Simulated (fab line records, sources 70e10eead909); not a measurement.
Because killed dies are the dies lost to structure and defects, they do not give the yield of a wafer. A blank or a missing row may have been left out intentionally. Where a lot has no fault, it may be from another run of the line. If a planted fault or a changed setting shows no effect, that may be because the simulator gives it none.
Chamber matching	flow nandHarc	rieDiel-07 running NHARC_A_STAIRCASE_ETCH_271: 4 sister chambers
The step etches the open film in CF4/CHF3. 8 wafers are shown with their chamber, then 10 later ones without.

## WAFERS, EACH WITH ITS CHAMBER
wafer	chamber	drypumpMotorCurrentA (A)	showerheadPlenumPTorr (Torr)
L078.2	0	6.3	1.53
L077.5	3	5.0	1.56
L080.5	3	5.0	1.55
L087.1	1	6.1	1.54
L087.2	2	5.4	1.66
L087.6	0	6.2	1.52
L090.1	2	5.4	1.65
L090.2	1	6.1	1.54

## WAFERS WITH NO CHAMBER GIVEN
wafer	drypumpMotorCurrentA (A)	showerheadPlenumPTorr (Torr)
L090.3	6.3	1.52
L091.3	6.3	1.52
L091.5	6.1	1.53
L091.6	6.3	1.52
L093.4	6.1	1.53
L093.5	6.2	1.52
L093.6	6.1	1.53
L097.1	5.0	1.54
L097.3	6.1	1.53
L097.4	6.3	1.52

## WHICH CHAMBER EACH WENT THROUGH
wafer	from the rows above	in truth
L090.3	0	0
L091.3	0	0
L091.5	1	1
L091.6	0	0
L093.4	1	1
L093.5	0	0
L093.6	1	1
L097.1	3	3
L097.3	1	1
L097.4	0	0
Correct placement for 10 of the 10. Not placeable from these rows: 0. Number placed wrongly: 0.
How it was worked out, from the rows above alone: a wafer's distance from a chamber is the root of the sum, over the readings, of the square of ((its reading less the chamber's mean) divided by the reading's scatter). The wafer belongs to the nearest chamber; if the next one is less than 2 further off, it can't be placed. Each chamber's mean is taken over the wafers shown for it. The scatter is the square root of a quotient: the sum, over the shown wafers, of each reading's squared deviation from its chamber's mean, divided by wafers minus chambers.
